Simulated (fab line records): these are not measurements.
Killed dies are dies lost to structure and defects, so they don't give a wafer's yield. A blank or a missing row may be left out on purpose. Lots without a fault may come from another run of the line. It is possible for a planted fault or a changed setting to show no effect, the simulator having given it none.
A struck lot beside a sound one	flow nand_harc	21 out of 1159 route steps
Sound: the wafers L250.2, L250.4, L250.5. Wafers L258.2, L258.4, L258.6 were the ones struck. The cause comes at the end.
Per side, at each step with rows, come the tool, then ch with its chambers, and then its first start. Under that, the readings that differ: sound wafers	struck wafers	difference of the means	sigmas: that difference in standard deviations of wafers without a fault.
alike: a reading whose means differ by less than 2 such deviations, as well as words and numbers matching on both sides. not compared: withheld readings; readings where some wafer has no value; bounds like >300 that might hide an equal value; numbers whose values overlap and for which the record gives no deviation.
Wherever a step has rows on one side only, a row that says differs or no value, or a row with sigmas, the two part there. Numbers that don't overlap but have no deviation are shown without sigmas and don't part them. Lack of a reading on every wafer of one side parts them only where that side has two or more wafers.

NHARC_A_BLC_CMP_25: polishes, t overpolish 30 s, target thk 150 nm.
  sound on cmp-02 ch 0,1,3, day 17 22:01; struck on cmp-01 ch 2,3, day 20 17:23
reading	sound	struck	difference	sigmas
time_to_endpoint_s (s)	33.2 30.8 29.8	24.1 26.9 25.3	-5.8	-2
  alike: motor_current_A, overpolish_run_s
following that, these wafers have no rows for 1 step: NHARC_A_BLC_SRD_27.
NHARC_A_BLC_INSPECT_28:
  sound: defect_inspect-01 at day 17 22:22; struck: defect_inspect-01 at day 20 17:47
  alike: raw_defect_count
then, 8 steps without rows for these wafers: NHARC_A_M0_DEP_00 (deposits SiOC, target thk 150 nm); NHARC_A_M0_DEHYDRATE_01 (time 120 s); NHARC_A_M0_HMDS_02 (time 30 s); NHARC_A_M0_COAT_33 (time 65 s); NHARC_A_M0_COAT_03 (resist thk 90 nm); NHARC_A_M0_SOFTBAKE_04 (time 55 s); NHARC_A_M0_EBR_05; NHARC_A_M0_EXPOSE_06 (exposes mask A M0, target cd 80 nm).
NHARC_A_M0_PEB_07: peb time 65 s.
  sound on litho_track-01 ch 0, day 17 23:11; struck on litho_track-01 ch 0, day 20 18:36
reading	sound	struck	difference	sigmas
heater_power_total_W (W)	157.1 157.1 156.1	155.5 155.5 154.4	-1.6	-4
plate_temp_C (C)	100.01 99.94 99.99	99.20 99.28 99.36	-0.70	-5
then, 1 step without rows for these wafers: NHARC_A_M0_DEVELOP_08 (develop time 35 s).
NHARC_A_M0_CD_MEAS_09: target cd 80 nm.
  sound on cd_sem-02 ch 0, day 17 23:16; struck on cd_sem-01 ch 0
reading	sound	struck	difference	sigmas
cd_nm (nm)	80.4 81.2 79.4	76.7 76.9 76.2	-3.7	-6
  not compared: hold
NHARC_A_M0_OVL_MEAS_10: pitch 160 nm.
  sound: overlay-02 at day 17 23:22; struck: overlay-02 at day 20 20:29
reading	sound	struck	difference	sigmas
hold	- - -	await_dispo/1.5h/release await_dispo/1.5h/release await_dispo/1.5h/release	no value on the sound wafers	
overlay_x_nm (nm)	0.3 0.2 0.9	-0.8 -1.1 -0.4	-1.2	-2
  alike: overlay_y_nm
NHARC_A_M0_INSPECT_11:
  sound: defect_inspect-02 at day 17 23:25; struck: defect_inspect-01 at day 20 20:31
  alike: raw_defect_count
NHARC_A_M0_DESCUM_14: chemistry O2, time 3 s.
  sound on rie_diel-04 ch 1,2,3, day 17 23:29; struck on rie_diel-09 ch 1,3, day 20 20:35
reading	sound	struck	difference	sigmas
model.A_M0.cd_nm (nm)	80.39 81.84 80.06	77.76 76.92 76.78	-3.61	
  alike: drypump_motor_current_A, oes_product_au, rf_vpp_V, showerhead_plenum_p_Torr, throttle_valve_pct
  not compared: rf_hours_counter_h
NHARC_A_M0_ETCH_34: etches the open film in N2/H2, target depth 40 nm, overetch 12 nm, time 43.94 s.
  sound on rie_diel-04 ch 1,2,3, day 17 23:35; struck on rie_diel-09 ch 1,3, day 20 20:46
  alike: drypump_motor_current_A, oes_product_au, rf_fwd_power_W, rf_vpp_V, showerhead_plenum_p_Torr, throttle_valve_pct
  not compared: rf_hours_counter_h
NHARC_A_M0_ETCH_15: etches the open film in C4F8/Ar, target depth 150 nm, overetch 15 nm, time 82.5 s.
  sound on rie_diel-04 ch 1,2,3; struck on rie_diel-09 ch 0,2,3
reading	sound	struck	difference	sigmas
oes_product_au (a.u.)	0.911 0.907 0.951	0.967 0.960 0.979	+0.046	+2
model.A_M0.cd_nm (nm)	80.19 81.68 80.24	77.85 76.44 76.27	-3.85	
  alike: rf_fwd_power_W, rf_vpp_V
  not compared: rf_hours_counter_h
NHARC_A_M0_CD_MEAS_16:
  sound: cd_sem-02 at day 17 23:50; struck: cd_sem-01 at day 20 21:10
reading	sound	struck	difference	sigmas
cd_nm (nm)	80.2 81.6 80.4	77.8 76.2 76.4	-3.9	-5
  not compared: hold
NHARC_END_SORT_01:
  at this point the record logs the struck wafers (prober-02 ch 0, day 22 19:41) and has no rows for the sound ones

## WHERE THEY PART
Last at NHARC_END_SORT_01 as far as this record goes, first at NHARC_A_BLC_CMP_25.

WHY: what had been put in by the simulator
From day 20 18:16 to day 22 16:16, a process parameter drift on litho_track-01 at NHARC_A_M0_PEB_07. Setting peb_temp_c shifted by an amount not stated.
